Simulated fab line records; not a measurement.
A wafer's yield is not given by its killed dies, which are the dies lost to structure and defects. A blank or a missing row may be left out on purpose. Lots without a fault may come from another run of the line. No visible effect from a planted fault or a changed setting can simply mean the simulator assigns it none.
Split-lot experiment :: flow n5-finfet :: 21 wafers read from 7 lots, route of 1938 steps

== THE SPLIT ITSELF ==
At N5_SDB_EXPOSE_08 (exposes mask SDB), the setting dose-mj was moved away from the recipe's 49.6 on 9 of the 21 wafers read, by -6.7% to +5.6%. All remaining wafers had this setting at the recipe value.

== FROM THE SPLIT TO THE READING: what the file shows between them, 2 steps ==
- N5_SDB_PEB_09: peb time 60 s
- N5_SDB_DEVELOP_10: develop time 30 s

== THE READING ==
cd-nm, in nm, at N5_SDB_CD_MEAS_11 (target cd 50 nm). On this fab line, fault-free wafers typically give 49.7 nm with a standard deviation of 1 nm.

wafer: L074.2
tool, chamber at the split: arfi-scanner-03, 0
dose-mj as run: 49.6
against the recipe: recipe
cd-nm, nm: 49.4
against lot-mates on the recipe: -

wafer: L074.3
tool, chamber at the split: arfi-scanner-03, 0
dose-mj as run: 47.46
against the recipe: -4.3%
cd-nm, nm: 43.7
against lot-mates on the recipe: -5.7

wafer: L074.6
tool, chamber at the split: arfi-scanner-03, 0
dose-mj as run: 47.46
against the recipe: -4.3%
cd-nm, nm: 43.5
against lot-mates on the recipe: -5.9

wafer: L075.1
tool, chamber at the split: arfi-scanner-02, 0
dose-mj as run: 49.6
against the recipe: recipe
cd-nm, nm: 49.9
against lot-mates on the recipe: -

wafer: L075.4
tool, chamber at the split: arfi-scanner-02, 0
dose-mj as run: 49.6
against the recipe: recipe
cd-nm, nm: 50.7
against lot-mates on the recipe: -

wafer: L075.6
tool, chamber at the split: arfi-scanner-02, 0
dose-mj as run: 49.6
against the recipe: recipe
cd-nm, nm: 49.6
against lot-mates on the recipe: -

wafer: L086.3
tool, chamber at the split: arfi-scanner-01, 0
dose-mj as run: 47.66
against the recipe: -3.9%
cd-nm, nm: 45.0
against lot-mates on the recipe: -4.0

wafer: L086.5
tool, chamber at the split: arfi-scanner-01, 0
dose-mj as run: 47.66
against the recipe: -3.9%
cd-nm, nm: 45.6
against lot-mates on the recipe: -3.4

wafer: L086.6
tool, chamber at the split: arfi-scanner-01, 0
dose-mj as run: 49.6
against the recipe: recipe
cd-nm, nm: 49.0
against lot-mates on the recipe: -

wafer: L088.2
tool, chamber at the split: arfi-scanner-03, 0
dose-mj as run: 47.26
against the recipe: -4.7%
cd-nm, nm: 45.2
against lot-mates on the recipe: -4.5

wafer: L088.3
tool, chamber at the split: arfi-scanner-03, 0
dose-mj as run: 49.6
against the recipe: recipe
cd-nm, nm: 49.0
against lot-mates on the recipe: -

wafer: L088.6
tool, chamber at the split: arfi-scanner-03, 0
dose-mj as run: 49.6
against the recipe: recipe
cd-nm, nm: 50.4
against lot-mates on the recipe: -

wafer: L089.1
tool, chamber at the split: arfi-scanner-03, 0
dose-mj as run: 46.3
against the recipe: -6.7%
cd-nm, nm: 41.7
against lot-mates on the recipe: -9.3

wafer: L089.4
tool, chamber at the split: arfi-scanner-03, 0
dose-mj as run: 46.3
against the recipe: -6.7%
cd-nm, nm: 43.0
against lot-mates on the recipe: -8.0

wafer: L089.6
tool, chamber at the split: arfi-scanner-03, 0
dose-mj as run: 49.6
against the recipe: recipe
cd-nm, nm: 51.0
against lot-mates on the recipe: -

wafer: L095.1
tool, chamber at the split: arfi-scanner-03, 0
dose-mj as run: 49.6
against the recipe: recipe
cd-nm, nm: 48.6
against lot-mates on the recipe: -

wafer: L095.3
tool, chamber at the split: arfi-scanner-03, 0
dose-mj as run: 49.6
against the recipe: recipe
cd-nm, nm: 49.5
against lot-mates on the recipe: -

wafer: L095.4
tool, chamber at the split: arfi-scanner-03, 0
dose-mj as run: 47.28
against the recipe: -4.7%
cd-nm, nm: 43.6
against lot-mates on the recipe: -5.4

wafer: L096.1
tool, chamber at the split: arfi-scanner-03, 0
dose-mj as run: 52.39
against the recipe: +5.6%
cd-nm, nm: 56.2
against lot-mates on the recipe: +5.7

wafer: L096.2
tool, chamber at the split: arfi-scanner-03, 0
dose-mj as run: 49.6
against the recipe: recipe
cd-nm, nm: 49.7
against lot-mates on the recipe: -

wafer: L096.6
tool, chamber at the split: arfi-scanner-03, 0
dose-mj as run: 49.6
against the recipe: recipe
cd-nm, nm: 51.3
against lot-mates on the recipe: -

THE FIT
A straight line over all 21 wafers: cd-nm changes by +1.18 nm for each +1% of dose-mj; r = +0.97; the points scatter about the line by 0.83 nm.
The same after taking each lot's own level away (the mean of its wafers on the recipe; 21 wafers): +1.17 nm for each +1%; r = +0.98; scatter 0.73 nm.
According to that fit, moving dose-mj by its largest amount changes the reading by 7.8 nm.
The span of the lots' own levels, 49.00 to 51.00 nm, comes to 2.0 times the standard deviation stated above.
The two slopes agree, so the slope changes little with the lot-to-lot level.
Check: -7.48 nm against its lot-mates is what the line predicts for one of the wafers moved furthest among these (-6.7%) when that wafer is left out of the fit. Against them it came out at -9.3 nm.

== FURTHER SPLITS ON THESE WAFERS ==
Before the reading, these wafers also passed through other splits. Each is held against what the fit with the lots' levels taken away leaves over:
other split on the same wafers: N5_PMOS_HMC_CHANNEL_EPI_PEB_07 peb-time-s
wafers away from the commonest value: 7
r with cd-nm (lot level and that fit taken away): -0.38

other split on the same wafers: N5_PMOS_HMC_CHANNEL_EPI_DESCUM_14 time-s
wafers away from the commonest value: 10
r with cd-nm (lot level and that fit taken away): -0.13

other split on the same wafers: N5_FIN_CUT_EXPOSE_05 dose-mj
wafers away from the commonest value: 10
r with cd-nm (lot level and that fit taken away): -0.17

other split on the same wafers: N5_DUMMY_GATE_COAT_28 spin-rpm
wafers away from the commonest value: 4
r with cd-nm (lot level and that fit taken away): -0.44

other split on the same wafers: N5_SD_EPI_N_ETCH_35 time-s
wafers away from the commonest value: 8
r with cd-nm (lot level and that fit taken away): -0.08

== FILE'S OWN FIT ==
cd-nm changes by +1.14 nm for each +1% of dose-mj, r = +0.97.
